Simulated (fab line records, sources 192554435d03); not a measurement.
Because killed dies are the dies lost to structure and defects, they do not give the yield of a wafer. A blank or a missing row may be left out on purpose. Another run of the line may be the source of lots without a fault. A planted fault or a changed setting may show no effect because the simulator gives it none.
Chamber matching + flow n5-finfet + N5_PASSIVATION_PECVD_00 on pecvd-01: 3 sister chambers
The step deposits SiO2 from SiH4/N2O, target thk 200 nm, time 11.2 s. 6 wafers are shown with their chamber, then 8 later ones without.

## WAFERS PAIRED WITH THEIR CHAMBERS
| wafer  | chamber | showerhead-plenum-p-Torr (Torr) | throttle-valve-pct (%) |
|--------|---------|---------------------------------|------------------------|
| L078.3 | 1       | 8.05                            | 53.4                   |
| L085.4 | 2       | 8.04                            | 49.2                   |
| L092.2 | 1       | 8.06                            | 53.2                   |
| L092.3 | 0       | 8.22                            | 46.3                   |
| L092.4 | 2       | 8.03                            | 49.1                   |
| L088.3 | 0       | 8.20                            | 46.2                   |

## WAFERS WITHOUT THEIR CHAMBER
| wafer  | showerhead-plenum-p-Torr (Torr) | throttle-valve-pct (%) |
|--------|---------------------------------|------------------------|
| L088.5 | 8.07                            | 53.1                   |
| L088.6 | 8.05                            | 48.9                   |
| L087.3 | 8.09                            | 53.5                   |
| L087.4 | 8.05                            | 49.2                   |
| L087.6 | 8.21                            | 46.5                   |
| L091.1 | 8.04                            | 49.1                   |
| L091.3 | 8.19                            | 46.6                   |
| L091.4 | 8.05                            | 53.5                   |

## WHICH CHAMBER EACH WENT THROUGH
| wafer  | from the rows above | in truth |
|--------|---------------------|----------|
| L088.5 | 1                   | 1        |
| L088.6 | 2                   | 2        |
| L087.3 | 1                   | 1        |
| L087.4 | 2                   | 2        |
| L087.6 | 0                   | 0        |
| L091.1 | 2                   | 2        |
| L091.3 | 0                   | 0        |
| L091.4 | 1                   | 1        |
Placed correctly: 8 of 8. Not placeable from these rows: 0. Wrongly placed: 0.
How it was worked out, from the rows above alone: a wafer's distance from a chamber is the root of the sum, over the readings, of the square of ((its reading less the chamber's mean) divided by the reading's scatter). If the next closest chamber is less than 2 further off than the closest, the wafer can't be placed; otherwise it belongs to the closest. Each chamber's mean is taken over the wafers shown for it. The scatter: take each reading less its chamber's mean, square it, sum over the shown wafers, divide by the number of wafers less the number of chambers, and take the root.
